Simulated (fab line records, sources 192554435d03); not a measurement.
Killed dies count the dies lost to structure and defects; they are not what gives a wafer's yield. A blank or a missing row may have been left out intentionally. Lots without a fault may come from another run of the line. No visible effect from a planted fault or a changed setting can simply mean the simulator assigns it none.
Matching of chambers -- flow n5_finfet -- N5_BEOL_M11_CURE_71 on uv_cure-02 has 3 sister chambers
The step cures SiCOH lowk, time 240 s. 14 wafers are shown with their chamber, then 7 later ones without.

WAFERS WITH THEIR CHAMBER
wafer,chamber,wafer_temp_C_max,lamp_power_pct (%)
L080.3,1,386.1,52.39
L080.5,1,386.3,52.35
L080.6,1,386.3,52.45
L079.1,0,386.6,52.30
L079.3,0,386.8,52.33
L079.6,0,386.6,52.36
L083.1,0,387.1,52.34
L083.2,0,386.5,52.19
L083.3,0,386.5,52.22
L085.1,2,386.2,52.14
L085.3,2,386.6,52.25
L085.6,2,386.1,52.23
L086.1,2,386.2,52.32
L086.3,2,386.5,52.35

SIGNATURES (means of the wafers above)
reading,chamber 0,chamber 1,chamber 2,scatter within a chamber
wafer_temp_C_max,386.683,386.233,386.320,0.21
lamp_power_pct,52.2900,52.3967,52.2580,0.0714
Rule: for a wafer and a chamber, the distance is found by dividing, reading by reading, the gap between the wafer's reading and the chamber's mean by the reading's scatter, squaring, summing and taking the root. If the next closest chamber is less than 2 further off than the closest, the wafer can't be placed; otherwise it belongs to the closest. The scatter: the root of (the sum of the squares of (reading less its chamber's mean) over the shown wafers, divided by (wafers less chambers)).

WAFERS WHOSE CHAMBER IS MISSING
wafer,wafer_temp_C_max,lamp_power_pct (%)
L086.5,386.2,52.27
L091.1,386.0,52.33
L091.4,386.8,52.34
L091.6,386.2,52.30
L092.2,386.5,52.32
L092.3,386.1,52.25
L092.6,385.9,52.33

EACH ONE'S CHAMBER
wafer,from the rows above,in truth
L086.5,can't be placed: 2 or 1 or 0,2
L091.1,can't be placed: 1 or 2 or 0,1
L091.4,can't be placed: 0 or 2 or 1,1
L091.6,can't be placed: 2 or 1 or 0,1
L092.2,can't be placed: 0 or 2 or 1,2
L092.3,can't be placed: 2 or 1 or 0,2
L092.6,can't be placed: 1 or 2 or 0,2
0 of 7 placed correctly. Not placeable from these rows: 7 (in 7, the candidates include the true chamber). Placed wrongly: 0.
